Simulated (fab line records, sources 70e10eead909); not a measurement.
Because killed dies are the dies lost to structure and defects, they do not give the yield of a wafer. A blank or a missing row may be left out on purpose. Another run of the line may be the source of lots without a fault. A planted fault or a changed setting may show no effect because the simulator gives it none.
Chamber matching	flow nandHarc	aldHk-01 running NHARC_A_CHANNEL_FILL_D1_ALD_25: 4 sister chambers
The step deposits SiOx, target thk 60 nm, pulse time 10 s, ald cycles 600. 8 wafers are shown with their chamber, then 8 later ones without.

## WAFERS, EACH WITH ITS CHAMBER
wafer	chamber	heaterPowerW (W)	precursorPulseHeightRel
L078.5	0	504	0.962
L082.5	0	514	1.024
L083.5	2	477	0.982
L083.6	3	461	1.017
L086.1	1	441	0.998
L086.2	3	468	1.015
L086.5	1	435	1.010
L088.3	2	458	0.974

## WAFERS WITH NO CHAMBER GIVEN
wafer	heaterPowerW (W)	precursorPulseHeightRel
L088.1	514	1.022
L088.6	471	1.015
L092.2	429	1.021
L092.4	514	0.964
L092.6	480	1.020
L095.1	470	1.001
L095.3	432	0.982
L095.6	446	1.029

## WHICH CHAMBER EACH ONE RAN IN
wafer	from the rows above	in truth
L088.1	0	0
L088.6	can't be placed: 3 or 2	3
L092.2	1	1
L092.4	0	0
L092.6	can't be placed: 3 or 2 or 0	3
L095.1	can't be placed: 3 or 2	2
L095.3	1	1
L095.6	can't be placed: 1 or 3 or 2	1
4 of 8 placed correctly. From these rows, 4 cannot be placed; in 4 the true chamber is one of the candidates. Wrongly placed: 0.
How it was worked out, from the rows above alone: a wafer's distance from a chamber is the root of the sum, over the readings, of the square of ((its reading less the chamber's mean) divided by the reading's scatter). If the next closest chamber is less than 2 further off than the closest, the wafer can't be placed; otherwise it belongs to the closest. For every chamber, the mean is computed from those of its wafers that are shown. The scatter: take each reading less its chamber's mean, square it, sum over the shown wafers, divide by the number of wafers less the number of chambers, and take the root.
